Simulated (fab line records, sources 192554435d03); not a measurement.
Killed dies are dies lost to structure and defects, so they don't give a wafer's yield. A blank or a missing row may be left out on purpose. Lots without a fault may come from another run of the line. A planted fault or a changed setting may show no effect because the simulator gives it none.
A struck lot beside a sound one | flow n5_finfet | 26 steps out of a route of 1938
Sound: wafers L736.2, L736.3, L736.5. Struck: wafers L751.1, L751.3, L751.6. The cause comes at the end.
At each step with rows: each side's tool, then ch and its chambers, then its first start. Under that, the readings that differ: sound wafers | struck wafers | difference of the means | sigmas: that difference in standard deviations of wafers without a fault.
alike: readings whose means differ by less than 2 such deviations, and words and numbers that are the same on both sides. not compared: withheld readings, readings that some wafer has no value for, bounds like >300 that may hide the same value, and numbers for which the record gives no deviation and whose values overlap.
The two part at a step that has a row with sigmas, a row that says differs or no value, or rows on one side only. Numbers that don't overlap but have no deviation are shown without sigmas and don't part them. A reading that every wafer of one side lacks parts them only if that side has two wafers or more.

N5_BEOL_M8_INSPECT_13: inspects for defects (brightfield).
  sound on defect_inspect-02, day 11 06:10; struck on defect_inspect-02, day 15 07:47
  alike: raw_defect_count
N5_BEOL_M8_DESCUM_16: chemistry O2, time 7.9 s.
  sound on rie_diel-02 ch 0,1,2, day 11 06:18; struck on rie_diel-06 ch 0,1, day 15 08:00
  alike: drypump_motor_current_A, oes_product_au, rf_vpp_V, showerhead_plenum_p_Torr, throttle_valve_pct
  not compared: rf_hours_counter_h
then, 1 step without rows for these wafers: N5_BEOL_M8_ETCH_61 (etches SiARC in CF4, target depth 45.5 nm, time 75.8 s).
N5_BEOL_M8_ETCH_62: etches SOC in N2/H2, target depth 110 nm, overetch 22 nm, time 165 s.
  sound on rie_diel-02 ch 0,1,2, day 11 06:23; struck on rie_diel-06 ch 0,1, day 15 08:05
  alike: drypump_motor_current_A, oes_product_au, rf_vpp_V, showerhead_plenum_p_Torr, throttle_valve_pct
  not compared: rf_hours_counter_h
then, 1 step without rows for these wafers: N5_BEOL_M8_STRIP_68 (strips in N2/H2).
N5_BEOL_M8_STRIP_67: strips in CF4.
  sound on rie_diel-02 ch 0,1,2, day 11 06:32; struck on rie_diel-06 ch 0,1, day 15 08:14
  alike: cf4_flow_sccm, drypump_motor_current_A, oes_product_au, rf_vpp_V, showerhead_plenum_p_Torr, throttle_valve_pct
  not compared: rf_hours_counter_h
then, 1 step without rows for these wafers: N5_BEOL_M8_HM_OPEN_17 (chemistry Cl2/BCl3, target TiN, target depth 20 nm, overetch 6 nm).
N5_BEOL_M8_STRIP_19: strips in O2.
  sound on rie_diel-01 ch 0,1, day 11 06:42; struck on rie_diel-01 ch 0,1,2, day 15 08:29
  alike: drypump_motor_current_A, oes_product_au, rf_vpp_V, showerhead_plenum_p_Torr, throttle_valve_pct
  not compared: rf_hours_counter_h
N5_BEOL_M8_CD_MEAS_18: pitch 80 nm, target cd 40 nm.
  sound on cd_sem-01, day 11 06:46; struck on cd_sem-03, day 15 08:33
  reading    | sound          | struck         | difference | sigmas
  cd_nm (nm) | 39.3 38.2 39.0 | 39.9 40.5 40.5 | +1.5       | +3
then, 3 steps without rows for these wafers: N5_BEOL_M8_COAT_63 (time 60 s, resist thk 60 nm); N5_BEOL_M8_COAT_64 (time 60 s, resist thk 12 nm); N5_BEOL_M8_COAT_71 (time 60 s, resist thk 5 nm).
N5_BEOL_M8_COAT_22: resist thk 30 nm.
  sound on litho_track-03 ch 0, day 11 06:49; struck on litho_track-03 ch 0, day 15 08:36
  reading                                      | sound                | struck               | difference | sigmas
  spin_speed_rpm (rpm)                         | 1498.9 1499.8 1500.9 | 1415.5 1415.4 1414.9 | -84.6      | -88
  model.CAR-EUV_of_BEOL_M8_COAT_22.thk_nm (nm) | 30 30 29.8           | 30.8 30.8 30.8       | +0.9       |
then, 5 steps without rows for these wafers: N5_BEOL_M8_EBR_24; N5_BEOL_M8_SOFTBAKE_23 (time 60 s); N5_BEOL_M8_EXPOSE_25 (exposes mask V7, target cd 40 nm); N5_BEOL_M8_PEB_26 (peb time 60 s); N5_BEOL_M8_DEVELOP_27 (develop time 30 s).
N5_BEOL_M8_CD_MEAS_28: target cd 40 nm.
  sound on cd_sem-01 ch 0, day 11 07:04; struck on cd_sem-01 ch 0, day 15 08:52
  alike: cd_nm
N5_BEOL_M8_OVL_MEAS_29:
  sound on overlay-02 ch 0, day 11 07:07; struck on overlay-01 ch 0, day 15 08:53
  reading     | sound       | struck         | difference | sigmas
  V7_OVL (nm) | 0.2 0.1 1.4 | -2.1 -0.6 -0.5 | -1.6       | -2
N5_BEOL_M8_INSPECT_30: inspects for defects (brightfield).
  sound on defect_inspect-02, day 11 07:10; struck on defect_inspect-01, day 15 08:57
  alike: raw_defect_count
then, 1 step without rows for these wafers: N5_BEOL_M8_DESCUM_33 (chemistry O2, time 7 s).
N5_BEOL_M8_ETCH_72: etches underlayer in N2/H2, target depth 6.5 nm, time 5.2 s.
  sound on rie_diel-06 ch 0,1, day 11 07:14; struck on rie_diel-01 ch 0,2,3, day 15 09:16
  reading               | sound          | struck         | difference | sigmas
  etch_rf_on_time_s (s) | 4.95 4.97 4.91 | 5.31 5.26 5.32 | +0.35      | +3
  alike: drypump_motor_current_A, oes_product_au, rf_vpp_V, showerhead_plenum_p_Torr, throttle_valve_pct
  not compared: rf_hours_counter_h
N5_BEOL_M8_ETCH_65: etches SiARC in CF4, target depth 15.6 nm, time 26 s.
  sound on rie_diel-06 ch 0,1, day 11 07:15; struck on rie_diel-01 ch 0,2,3, day 15 09:17
  reading                                      | sound          | struck         | difference | sigmas
  etch_rf_on_time_s (s)                        | 24.5 25.1 24.4 | 26.5 26.4 26.1 | +1.7       | +3
  model.CAR-EUV_of_BEOL_M8_COAT_22.thk_nm (nm) | 11 11 11       | 12 12 11.8     | +1         |
  alike: cf4_flow_sccm, drypump_motor_current_A, oes_product_au, rf_vpp_V, showerhead_plenum_p_Torr, throttle_valve_pct
  not compared: rf_hours_counter_h
then, 1 step without rows for these wafers: N5_BEOL_M8_ETCH_66 (etches SOC in N2/H2, target depth 80 nm, overetch 16 nm, time 120 s).
-- the record jumps here: 3 days lie between the struck wafers' starts before and after (it left off in module BEOL_M8 and takes up again in module PASSIVATION, whose first step shown is number 1936 of the route) --
N5_PASSIVATION_PROBE_49:
  the record has rows for the struck wafers here (prober-02, day 18 01:49) and none for the sound ones

WHERE THEY PART
First at N5_BEOL_M8_CD_MEAS_18; last, within this record, at N5_PASSIVATION_PROBE_49.

WHY: what the simulator had put in
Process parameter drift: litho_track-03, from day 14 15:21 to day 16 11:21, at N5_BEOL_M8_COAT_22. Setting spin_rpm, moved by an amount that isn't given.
